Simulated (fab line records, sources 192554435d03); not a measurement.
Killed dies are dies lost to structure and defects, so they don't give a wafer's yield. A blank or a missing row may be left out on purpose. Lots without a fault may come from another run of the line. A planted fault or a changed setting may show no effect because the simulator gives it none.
Chamber matching | flow n5_finfet | N5_BEOL_M6_DESCUM_33 on rie_diel-05: 4 sister chambers
The step chemistry O2, time 7 s. 4 wafers are shown with their chamber, then 12 later ones without.

WAFERS WITH THEIR CHAMBER
wafer  | chamber | showerhead_plenum_p_Torr (Torr)
L083.4 | 2       | 2.15
L087.1 | 1       | 2.15
L090.3 | 3       | 2.24
L090.6 | 0       | 2.14

WAFERS WITHOUT THEIR CHAMBER
wafer  | showerhead_plenum_p_Torr (Torr)
L091.2 | 2.14
L091.3 | 2.14
L091.6 | 2.14
L095.1 | 2.23
L095.3 | 2.14
L095.4 | 2.14
L096.1 | 2.23
L096.3 | 2.14
L096.4 | 2.14
L097.2 | 2.14
L097.4 | 2.14
L097.5 | 2.14

WHICH CHAMBER EACH WENT THROUGH
wafer  | from the rows above | in truth
L091.2 | 0                   | 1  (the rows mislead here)
L091.3 | 0                   | 0
L091.6 | 0                   | 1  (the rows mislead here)
L095.1 | 3                   | 3
L095.3 | 0                   | 0
L095.4 | 0                   | 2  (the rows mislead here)
L096.1 | 3                   | 3
L096.3 | 0                   | 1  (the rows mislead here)
L096.4 | 0                   | 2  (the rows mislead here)
L097.2 | 0                   | 0
L097.4 | 0                   | 0
L097.5 | 0                   | 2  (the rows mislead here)
Placed correctly: 6 of 12. Can't be placed from these rows: 0. Placed wrongly: 6.
How it was worked out, from the rows above alone: a wafer's distance from a chamber is the root of the sum, over the readings, of the square of ((its reading less the chamber's mean) divided by the reading's scatter). The wafer belongs to the nearest chamber; if the next one is less than 2 further off, it can't be placed. A chamber's mean is the mean of its shown wafers. The scatter: with one shown wafer a chamber, the root of the mean of the squares of how far each hidden wafer lies from its nearest shown one.
